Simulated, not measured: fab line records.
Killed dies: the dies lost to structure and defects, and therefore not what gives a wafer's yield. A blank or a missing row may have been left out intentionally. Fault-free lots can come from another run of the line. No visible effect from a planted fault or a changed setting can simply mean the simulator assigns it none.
fab line records | flow nand-harc
record: lots: 11 | wafers: 33 | last-day: 32
route steps=1302 shown P_STI@87 P_GATE@119 END@1302
lots with no fault: from the same line, run without faults
start-h: start of the lot's first displayed wafer, in hours after the record's first day | wait-h: hours since the lot's step before | " identical to the entry in the row above | L1.1+2: a row that stands for several wafers | - either no value or no given start | * or withheld: withheld | < > ~ a bound
route shown NAME@n: a module of which the file shows steps, and the number in the route of the first | usual: average and standard deviation across the fault-free wafers | same: alike in all rows | chamber/n: place in a boat | sites: the reading at each site | _std_site: how widely they spread, as a standard deviation | _edge_site: the outer-site mean with the inner-site mean subtracted | radius-mm: how far each site lies from the wafer's centre | mask NAME#n: copy n | behind: the last tool/chamber to shape the wafer | hold: cause of the lot's hold/its duration in hours/its outcome | device: which transistor (n, p or np) failed to switch | end of line: the same wafers' tests at the end of the route | a step without rows: its recipe alone | killed: not the wafer's yield, but the dies lost to structure and defects at the first sort | map: a wafer's dies, marking killed ones x, the rest . and places with no die _
set.NAME: the setting as run; set.NAME@STEP: as run at that earlier step | model.NAME: the simulator's own value behind a step, which no gauge read
route steps across a sampled set of lots; one table per step, one row per wafer
services: when a tool's chamber went out of use (start-h, in hours from the record's first day, below 0 if earlier), for how many hours, and the reason
== steps ==
step: NHARC_P_STI_DESCUM_14
recipe: time-s: 3 | o2-flow-sccm: 200 | ar-flow-sccm: 0 | bias-power-w: 0 | chemistry: O2
usual: drypump-motor-current-A: 5.8/0.36 | oes-product-au: 1.005/0.015 | rf-vpp-V: 57.7/0.87 | showerhead-plenum-p-Torr: 1.90/0.091 | throttle-valve-pct: 11.313/0.009
lot.wafer | tool        | chamber | start-h | wait-h | drypump-motor-current-A | oes-product-au | rf-hours-counter-h | rf-vpp-V | showerhead-plenum-p-Torr | throttle-valve-pct
L458.2    | rie-diel-13 | 3       | 55.07   | -      | 5.7                     | 1.000          | 3                  | 57.7     | 1.88                     | 11.318
L458.3    | "           | 1       | "       | "      | 6.2                     | 0.984          | 3                  | 59.5     | 2.02                     | 11.309
L458.4    | "           | 1       | "       | "      | 6.2                     | 0.992          | -                  | 57.4     | 2.02                     | 11.320
L459.2    | rie-diel-10 | 1       | 55.23   | -      | 6.4                     | 1.021          | 13                 | 57.0     | 1.86                     | 11.305
L459.5    | "           | 1       | "       | "      | 6.4                     | 1.015          | -                  | 57.5     | 1.86                     | 11.306
L459.6    | "           | 2       | "       | "      | 5.9                     | 0.994          | -                  | 58.3     | 1.82                     | 11.319
L461.2    | rie-diel-10 | 0       | 74.85   | -      | 5.8                     | 1.005          | 0                  | 57.8     | 1.85                     | 11.300
L461.4    | "           | 1       | "       | "      | 6.4                     | 1.014          | 0                  | 57.4     | 1.86                     | 11.309
L461.3    | "           | 2       | "       | "      | 5.9                     | 1.008          | 0                  | 58.4     | 1.82                     | 11.312
L462.3    | rie-diel-13 | 2       | 83.69   | -      | 5.4                     | 0.993          | 4                  | 57.4     | 2.06                     | 11.316
L462.6    | "           | 1       | "       | "      | 6.2                     | 1.002          | -                  | 58.7     | 2.02                     | 11.317
L462.4    | "           | 2       | "       | "      | 5.4                     | 0.994          | -                  | 58.6     | 2.06                     | 11.328
L465.1    | rie-diel-07 | 2       | 114.68  | -      | 6.2                     | 0.985          | 10                 | 57.1     | 1.83                     | 11.308
L465.3    | "           | 3       | "       | "      | 5.8                     | 0.983          | 10                 | 58.9     | 1.99                     | 11.323
L465.5    | "           | 2       | "       | "      | 6.2                     | 0.994          | -                  | 56.5     | 1.83                     | 11.309
L466.4    | rie-diel-13 | 1       | 123.50  | -      | 6.2                     | 0.999          | 6                  | 58.4     | 2.02                     | 11.313
L466.2    | "           | 2       | "       | "      | 5.4                     | 0.988          | 5                  | 59.3     | 2.06                     | 11.320
L466.5    | "           | 0       | "       | "      | 5.2                     | 1.021          | -                  | 57.8     | 1.79                     | 11.298
L467.3    | rie-diel-10 | 3       | 135.04  | -      | 5.4                     | 1.023          | 5                  | 56.7     | 1.80                     | 11.304
L467.4    | "           | 0       | "       | "      | 5.8                     | 1.007          | 5                  | 57.4     | 1.85                     | 11.311
L467.1    | "           | 2       | "       | "      | 5.9                     | 1.025          | 5                  | 59.7     | 1.82                     | 11.324
L468.4    | rie-diel-10 | 1       | 144.11  | -      | 6.4                     | 1.007          | 5                  | 57.1     | 1.86                     | 11.300
L468.3    | "           | 2       | "       | "      | 5.9                     | 1.014          | 5                  | 57.0     | 1.82                     | 11.328
L468.1    | "           | 0       | "       | "      | 5.8                     | 0.998          | 5                  | 57.8     | 1.85                     | 11.323
L478.4    | rie-diel-13 | 0       | 244.26  | -      | 5.3                     | 1.015          | 3                  | 57.3     | 1.78                     | 11.312
L478.3    | "           | 2       | "       | "      | 5.4                     | 0.992          | 4                  | 59.0     | 2.06                     | 11.317
L478.1    | "           | 3       | "       | "      | 5.7                     | 1.006          | 4                  | 57.9     | 1.88                     | 11.318
L479.3    | rie-diel-07 | 0       | 254.39  | -      | 5.4                     | 0.998          | 8                  | 57.0     | 1.91                     | 11.311
L479.2    | "           | 1       | "       | "      | 6.0                     | 1.026          | 7                  | 57.6     | 1.96                     | 11.299
L479.5    | "           | 0       | "       | "      | 5.4                     | 0.992          | -                  | 58.0     | 1.91                     | 11.304
L480.3    | rie-diel-07 | 0       | 262.53  | -      | 5.4                     | 0.987          | 8                  | 56.3     | 1.91                     | 11.321
L480.6    | "           | 2       | "       | "      | 6.2                     | 0.989          | -                  | 58.0     | 1.82                     | 11.316
L480.5    | "           | 3       | "       | "      | 5.8                     | 1.005          | -                  | 57.4     | 1.99                     | 11.327
step: NHARC_P_STI_ETCH_15
recipe: target-depth-a: 3000 | taper-deg: 4 | time-s: 100.1 | hbr-flow-sccm: 150 | cl2-flow-sccm: 50 | rf-w: 400 | icp-w: 400 | bias-w: 100 | chemistry: HBr/Cl2
usual: drypump-motor-current-A: 5.7/0.44 | oes-product-au: 1.000/0.016 | throttle-valve-pct: 26.406/0.01
lot.wafer | tool      | chamber | start-h | wait-h | drypump-motor-current-A | oes-product-au | rf-hours-counter-h | throttle-valve-pct
L458.4    | rie-si-06 | 0       | 55.42   | -      | 5.9                     | 0.977          | 1.0                | 26.410
L458.3    | "         | 1       | "       | "      | 6.4                     | 1.006          | 0.9                | 26.412
L458.2    | "         | 2       | "       | "      | 5.4                     | 0.989          | 0.8                | 26.438
L459.2    | rie-si-01 | 2       | 55.54   | -      | 5.7                     | 1.015          | 0.2                | 26.412
L459.5    | "         | 0       | "       | "      | 6.6                     | 0.996          | -                  | 26.417
L459.6    | "         | 1       | "       | "      | 5.9                     | 1.007          | -                  | 26.409
L461.2    | rie-si-03 | 2       | 75.12   | -      | 5.5                     | 0.990          | 0.1                | 26.409
L461.3    | "         | 0       | "       | "      | 6.0                     | 0.993          | 0.2                | 26.399
L461.4    | "         | 1       | "       | "      | 5.1                     | 1.006          | 0.1                | 26.417
L462.3    | rie-si-01 | 0       | 84.02   | -      | 6.7                     | 1.003          | 0.4                | 26.406
L462.6    | "         | 2       | "       | "      | 5.6                     | 1.019          | -                  | 26.404
L462.4    | "         | 1       | "       | "      | 5.9                     | 1.001          | -                  | 26.408
L465.1    | rie-si-06 | 0       | 114.99  | -      | 5.9                     | 0.979          | 0.3                | 26.419
L465.3    | "         | 1       | "       | "      | 6.5                     | 1.018          | 0.2                | 26.394
L465.5    | "         | 3       | "       | "      | 5.3                     | 1.015          | -                  | 26.399
L466.4    | rie-si-03 | 3       | 123.76  | -      | 5.4                     | 0.986          | 0.5                | 26.393
L466.2    | "         | 0       | "       | "      | 6.1                     | 1.000          | 0.4                | 26.410
L466.5    | "         | 3       | "       | "      | 5.4                     | 0.995          | -                  | 26.408
L467.3    | rie-si-01 | 2       | 135.32  | -      | 5.6                     | 1.014          | 0.7                | 26.413
L467.1    | "         | 3       | "       | "      | 5.4                     | 0.997          | 0.6                | 26.389
L467.4    | "         | 1       | "       | "      | 5.8                     | 1.003          | 0.7                | 26.419
L468.3    | rie-si-06 | 2       | 144.39  | -      | 5.3                     | 0.997          | 0.4                | 26.414
L468.4    | "         | 0       | "       | "      | 5.9                     | 0.975          | 0.5                | 26.391
L468.1    | "         | 1       | "       | "      | 6.5                     | 1.032          | 0.4                | 26.402
L478.4    | rie-si-06 | 3       | 244.54  | -      | 5.3                     | 0.998          | 1.2                | 26.401
L478.3    | "         | 1       | "       | "      | 6.5                     | 1.024          | 1.1                | 26.405
L478.1    | "         | 2       | "       | "      | 5.4                     | 0.982          | 1.0                | 26.396
L479.3    | rie-si-03 | 2       | 254.66  | -      | 5.5                     | 1.016          | 0.2                | 26.418
L479.2    | "         | 3       | "       | "      | 5.4                     | 0.986          | 0.2                | 26.407
L479.5    | "         | 3       | "       | "      | 5.4                     | 0.992          | -                  | 26.415
L480.3    | rie-si-03 | 2       | 262.80  | -      | 5.5                     | 1.022          | 0.3                | 26.400
L480.6    | "         | 1       | "       | "      | 5.1                     | 0.995          | -                  | 26.405
L480.5    | "         | 2       | "       | "      | 5.5                     | 1.019          | -                  | 26.407
step: NHARC_P_GATE_EXPOSE_08
recipe: na: 0.6 | dose-mj: 16.75 | mask-id: P_HV
usual: exposure-dose-mJ-cm2: 16.754/0.017 | reticle-temp-C: 23.00/0.1
lot.wafer | tool           | chamber | start-h | wait-h | mask    | exposure-dose-mJ-cm2 | reticle-temp-C
L459.2    | krf-scanner-02 | 0       | 88.29   | -      | P_HV#0  | 16.740               | 22.83
L459.5    | "              | 0       | "       | "      | P_HV#0  | 16.738               | 23.02
L459.6    | "              | 0       | "       | "      | P_HV#0  | 16.734               | 22.98
L458.2    | krf-scanner-03 | 0       | 88.45   | -      | P_HV#0  | 16.754               | 22.99
L458.3    | "              | 0       | "       | "      | P_HV#0  | 16.764               | 22.92
L458.4    | "              | 0       | "       | "      | P_HV#0  | 16.730               | 22.89
L461.2    | krf-scanner-04 | 0       | 110.57  | -      | P_HV#0  | 16.754               | 23.05
L461.3    | "              | 0       | "       | "      | P_HV#0  | 16.760               | 23.00
L461.4    | "              | 0       | "       | "      | P_HV#0  | 16.749               | 23.09
L462.3    | krf-scanner-04 | 0       | 117.72  | -      | P_HV#0  | 16.773               | 23.03
L462.4    | "              | 0       | "       | "      | P_HV#0  | 16.756               | 23.11
L462.6    | "              | 0       | "       | "      | P_HV#0  | 16.766               | 22.90
L465.1    | krf-scanner-03 | 0       | 151.16  | -      | P_HV#0  | 16.729               | 23.02
L465.3    | "              | 0       | "       | "      | P_HV#0  | 16.731               | 22.92
L465.5    | "              | 0       | "       | "      | P_HV#0  | 16.747               | 23.08
L466.2    | krf-scanner-02 | 0       | 162.15  | -      | P_HV#0  | 16.767               | 23.14
L466.4    | "              | 0       | "       | "      | P_HV#0  | 16.730               | 22.90
L466.5    | "              | 0       | "       | "      | P_HV#0  | 16.740               | 22.83
L468.1    | krf-scanner-04 | 0       | 176.10  | -      | P_HV#0  | 16.738               | 23.09
L468.3    | "              | 0       | "       | "      | P_HV#0  | 16.737               | 23.06
L468.4    | "              | 0       | "       | "      | P_HV#0  | 16.728               | 23.01
L467.1    | krf-scanner-02 | 0       | 176.26  | -      | P_PSD#0 | 16.752               | 22.94
L467.3    | "              | 0       | "       | "      | P_PSD#0 | 16.734               | 22.80
L467.4    | "              | 0       | "       | "      | P_PSD#0 | 16.771               | 22.99
L478.1    | krf-scanner-04 | 0       | 282.07  | -      | P_HV#0  | 16.738               | 22.89
L478.3    | "              | 0       | "       | "      | P_HV#0  | 16.750               | 23.01
L478.4    | "              | 0       | "       | "      | P_HV#0  | 16.744               | 22.98
L480.3    | krf-scanner-04 | 0       | 294.38  | -      | P_HV#0  | 16.773               | 22.92
L480.5    | "              | 0       | "       | "      | P_HV#0  | 16.769               | 22.93
L480.6    | "              | 0       | "       | "      | P_HV#0  | 16.751               | 22.87
L479.2    | krf-scanner-03 | 0       | 294.54  | -      | P_HV#0  | 16.760               | 23.10
L479.3    | "              | 0       | "       | "      | P_HV#0  | 16.757               | 22.88
L479.5    | "              | 0       | "       | "      | P_HV#0  | 16.751               | 23.05
step: NHARC_P_GATE_CD_MEAS_11
recipe: target-cd-nm: 1640 | landing-energy-ev: 500
usual: cd-nm: 1640.3/1.9
lot.wafer | tool      | chamber | start-h | wait-h | cd-nm
L459.2    | cd-sem-03 | 0       | 88.44   | -      | 1639.2
L459.5    | "         | 0       | "       | "      | 1639.7
L459.6    | "         | 0       | "       | "      | 1638.3
L458.2    | cd-sem-01 | 0       | 88.60   | -      | 1640.9
L458.3    | "         | 0       | "       | "      | 1638.7
L458.4    | "         | 0       | "       | "      | 1636.4
L461.2    | cd-sem-01 | 0       | 110.72  | -      | 1640.6
L461.3    | "         | 0       | "       | "      | 1638.7
L461.4    | "         | 0       | "       | "      | 1642.8
L462.3    | cd-sem-03 | 0       | 117.87  | -      | 1638.1
L462.4    | "         | 0       | "       | "      | 1640.2
L462.6    | "         | 0       | "       | "      | 1640.9
L465.1    | cd-sem-01 | 0       | 151.32  | -      | 1638.2
L465.3    | "         | 0       | "       | "      | 1639.5
L465.5    | "         | 0       | "       | "      | 1638.9
L466.2    | cd-sem-02 | 0       | 162.30  | -      | 1641.4
L466.4    | "         | 0       | "       | "      | 1640.5
L466.5    | "         | 0       | "       | "      | 1643.8
L468.1    | cd-sem-03 | 0       | 176.26  | -      | 1640.0
L468.3    | "         | 0       | "       | "      | 1640.6
L468.4    | "         | 0       | "       | "      | 1641.6
L467.1    | cd-sem-03 | 0       | 176.42  | -      | -
L467.3    | "         | 0       | "       | "      | -
L467.4    | "         | 0       | "       | "      | -
L478.1    | cd-sem-01 | 0       | 282.22  | -      | 1636.6
L478.3    | "         | 0       | "       | "      | 1639.7
L478.4    | "         | 0       | "       | "      | 1639.4
L480.3    | cd-sem-03 | 0       | 294.53  | -      | 1638.4
L480.5    | "         | 0       | "       | "      | 1639.5
L480.6    | "         | 0       | "       | "      | 1640.5
L479.2    | cd-sem-01 | 0       | 294.69  | -      | 1637.2
L479.3    | "         | 0       | "       | "      | 1640.4
L479.5    | "         | 0       | "       | "      | 1641.3
step: NHARC_P_GATE_ETCH_104
recipe: target-depth-a: 600 | time-s: withheld | cf4-flow-sccm: 100 | chf3-flow-sccm: 30 | ar-flow-sccm: 0 | rf-w: 500 | bias-w: 200 | chemistry: CF4/CHF3
usual: drypump-motor-current-A: 5.9/0.44 | oes-product-au: 0.949/0.026 | rf-vpp-V: 370.3/1.7 | showerhead-plenum-p-Torr: 1.56/0.042 | throttle-valve-pct: 16.802/0.0097
lot.wafer | tool        | chamber | start-h | wait-h | drypump-motor-current-A | oes-product-au | rf-vpp-V | showerhead-plenum-p-Torr | throttle-valve-pct
L458.2    | rie-diel-12 | 2       | 103.75  | 0.1    | 5.2                     | 0.993          | 370.3    | 1.53                     | 16.789
L458.4    | "           | 0       | "       | "      | 5.5                     | 0.970          | 373.8    | 1.63                     | 16.816
L458.3    | "           | 1       | "       | "      | 5.9                     | 0.975          | 371.0    | 1.55                     | 16.784
L459.2    | rie-diel-09 | 0       | 104.44  | 0.1    | 5.6                     | 0.966          | 368.4    | 1.51                     | 16.809
L459.6    | "           | 3       | "       | "      | 6.3                     | 0.971          | 369.9    | 1.57                     | 16.799
L459.5    | "           | 0       | "       | "      | 5.6                     | 0.962          | 369.3    | 1.51                     | 16.798
L461.4    | rie-diel-12 | 3       | 130.83  | 0.1    | 6.6                     | 0.923          | 371.5    | 1.57                     | 16.795
L461.2    | "           | 1       | "       | "      | 5.9                     | 0.929          | 367.6    | 1.55                     | 16.799
L461.3    | "           | 2       | "       | "      | 5.2                     | 0.933          | 370.2    | 1.53                     | 16.817
L462.4    | rie-diel-12 | 2       | 131.92  | 0.1    | 5.2                     | 0.934          | 369.6    | 1.53                     | 16.809
L462.3    | "           | 3       | "       | "      | 6.6                     | 0.929          | 369.4    | 1.57                     | 16.793
L462.6    | "           | 2       | "       | "      | 5.2                     | 0.938          | 369.2    | 1.53                     | 16.810
L465.3    | rie-diel-12 | 0       | 166.12  | 0.1    | 5.6                     | 0.909          | 372.0    | 1.62                     | 16.807
L465.1    | "           | 1       | "       | "      | 5.9                     | 0.934          | 369.5    | 1.55                     | 16.812
L465.5    | "           | 0       | "       | "      | 5.6                     | 0.917          | 371.4    | 1.62                     | 16.781
L466.2    | rie-diel-03 | 3       | 176.54  | 0.1    | 5.8                     | 0.962          | 368.5    | 1.51                     | 16.811
L466.4    | "           | 0       | "       | "      | 6.6                     | 0.963          | 373.0    | 1.60                     | 16.799
L466.5    | "           | 2       | "       | "      | 5.6                     | 0.934          | 366.8    | 1.50                     | 16.801
L468.1    | rie-diel-12 | 1       | 193.78  | 0.1    | 6.0                     | 0.932          | 369.1    | 1.55                     | 16.796
L468.4    | "           | 2       | "       | "      | 5.2                     | 0.938          | 369.1    | 1.53                     | 16.793
L468.3    | "           | 3       | "       | "      | 6.7                     | 0.926          | 370.9    | 1.57                     | 16.812
L467.4    | rie-diel-09 | 3       | 194.59  | 0.1    | 6.3                     | 0.993          | 371.1    | 1.57                     | 16.799
L467.3    | "           | 0       | "       | "      | 5.6                     | 0.949          | 370.2    | 1.51                     | 16.797
L467.1    | "           | 1       | "       | "      | 6.2                     | 0.937          | 370.3    | 1.59                     | 16.805
L478.4    | rie-diel-09 | 1       | 296.44  | 0.1    | 6.2                     | 0.968          | 370.8    | 1.59                     | 16.785
L478.3    | "           | 3       | "       | "      | 6.3                     | 0.979          | 369.9    | 1.57                     | 16.818
L478.1    | "           | 0       | "       | "      | 5.6                     | 0.955          | 367.5    | 1.51                     | 16.801
L480.3    | rie-diel-03 | 3       | 308.91  | 0.1    | 5.8                     | 0.983          | 367.9    | 1.51                     | 16.803
L480.6    | "           | 2       | "       | "      | 5.6                     | 0.983          | 367.0    | 1.50                     | 16.808
L480.5    | "           | 3       | "       | "      | 5.8                     | 0.989          | 367.8    | 1.51                     | 16.808
L479.2    | rie-diel-12 | 2       | 309.06  | 0.1    | 5.2                     | 0.928          | 369.6    | 1.53                     | 16.807
L479.3    | "           | 0       | "       | "      | 5.6                     | 0.923          | 370.5    | 1.62                     | 16.799
L479.5    | "           | 3       | "       | "      | 6.6                     | 0.917          | 369.0    | 1.57                     | 16.799
step: NHARC_END_SORT_01
recipe: temp-c: 25
usual: killed-at-array: 54/12 | killed-at-other: 0.7/1.1 | killed-at-periphery: 3.9/2.8 | killed-dies: 59/13 | killed-open: 3.4/2 | killed-short: 2.5/1.7
same: gross-dies: 677
lot.wafer | tool      | chamber | start-h | wait-h | killed-at-array | killed-at-other | killed-at-periphery | killed-dies | killed-open | killed-short
L467.1    | prober-01 | 0       | 651.88  | 2.5    | 54              | 3               | 620                 | 677         | 5           | 3
L467.3    | prober-01 | 0       | 653.47  | 3.1    | 52              | 3               | 622                 | 677         | 2           | 1
L467.4    | prober-01 | 0       | 654.26  | 3.4    | 60              | 4               | 613                 | 677         | 4           | 0
killed by level:class
L467.1 P_GATE:area-expose=616 A_SLIT:chamber-film-flake=27 A_CHANNEL_HOLE_D2:chamber-film-flake=10 P_BONDPAD:chamber-film-flake=3 A_CHANNEL_HOLE_D1:chamber-film-flake=3 THIN_TSV:chamber-film-flake=3 A_M0:geometric-particle:open=2 A_CHANNEL_FILL_D2:chamber-film-flake=2
L467.3 P_GATE:area-expose=620 A_SLIT:chamber-film-flake=26 A_CHANNEL_HOLE_D2:chamber-film-flake=13 A_CHANNEL_FILL_D2:chamber-film-flake=3 A_WL_FILL:chamber-film-flake=3 A_BLC:chamber-film-flake=3 THIN_TSV:chamber-film-flake=3 P_CONTACT:geometric-particle:open=2
L467.4 P_GATE:area-expose=611 A_SLIT:chamber-film-flake=31 A_CHANNEL_HOLE_D2:chamber-film-flake=12 A_CHANNEL_HOLE_D1:chamber-film-flake=4 A_BLC:chamber-film-flake=4 THIN_TSV:chamber-film-flake=3 P_BONDPAD:chamber-film-flake=2 A_CHANNEL_FILL_D2:chamber-film-flake=2
== services ==
tool           | chamber | start-h | hours | kind
rie-diel-10    | 0       | 34.45   | 5.7   | repair
rie-diel-12    | 3       | 36.19   | 6.7   | repair
rie-si-06      | 3       | 42.62   | 5.6   | repair
rie-si-03      | 1       | 43.52   | 2.0   | repair
rie-si-03      | -       | 44.00   | 9.0   | pm
rie-diel-13    | 0       | 54.52   | 9.3   | repair
rie-diel-13    | 2       | 55.23   | 11.8  | repair
rie-diel-10    | -       | 65.50   | 9.0   | pm
rie-diel-12    | -       | 70.65   | 2.8   | repair
rie-si-06      | -       | 72.00   | 9.0   | pm
rie-diel-13    | 3       | 83.37   | 4.5   | repair
rie-si-03      | 3       | 91.07   | 9.3   | repair
rie-diel-12    | -       | 91.40   | 9.0   | pm
rie-diel-13    | 2       | 112.64  | 8.1   | repair
rie-si-03      | 2       | 130.64  | 5.8   | repair
rie-diel-13    | -       | 165.02  | 9.0   | pm
rie-diel-12    | -       | 178.74  | 0.9   | repair
krf-scanner-04 | -       | 182.00  | 4.0   | pm
krf-scanner-04 | -       | 198.20  | 0.4   | repair
rie-diel-13    | -       | 202.91  | 3.7   | repair
rie-diel-10    | 1       | 210.27  | 10.1  | repair
rie-si-06      | -       | 215.44  | 1.4   | repair
rie-si-03      | -       | 221.00  | 9.0   | pm
rie-diel-12    | -       | 268.40  | 9.0   | pm
== key ==
first-sign: step: NHARC_P_GATE_EXPOSE_08 | reading: mask | direction: changed
effect: step: NHARC_P_GATE_CD_MEAS_11 | reading: cd-nm | direction: missing
effect: step: NHARC_END_SORT_01 | reading: killed-at-periphery | direction: up | sigmas: 99+ | usual: 3.9 | struck: 618.3
more-kills-born-at: NHARC_P_GATE_EXPOSE_08@krf-scanner-02: 1847
met-at NHARC_P_GATE_EXPOSE_08
struck-lots L467
later-rows-left-out L467.1,L467.3,L467.4
tester-left-out L467
not-acting-at NHARC_P_STI_DESCUM_14,NHARC_P_STI_ETCH_15,NHARC_P_GATE_ETCH_104
onset-between 162.15 176.26
fault: kind: wrong-mask | tool: any | chamber: - | onset-h: 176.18 | steps: NHARC_P_GATE_EXPOSE_08 | aux-copy: P_PSD#0 | scope: struck-lots-only
tester-left-out: of these lots the tester's yield and bins aren't shown, on N5 and GAA mostly nor the transistor test; their killed dies are dies lost to structure and defects alone, not to doping, threshold or leakage, so they don't give the yield
later-rows-left-out: the simulator's readings of these wafers behind a module that went badly wrong aren't trusted and aren't shown, but for the sort
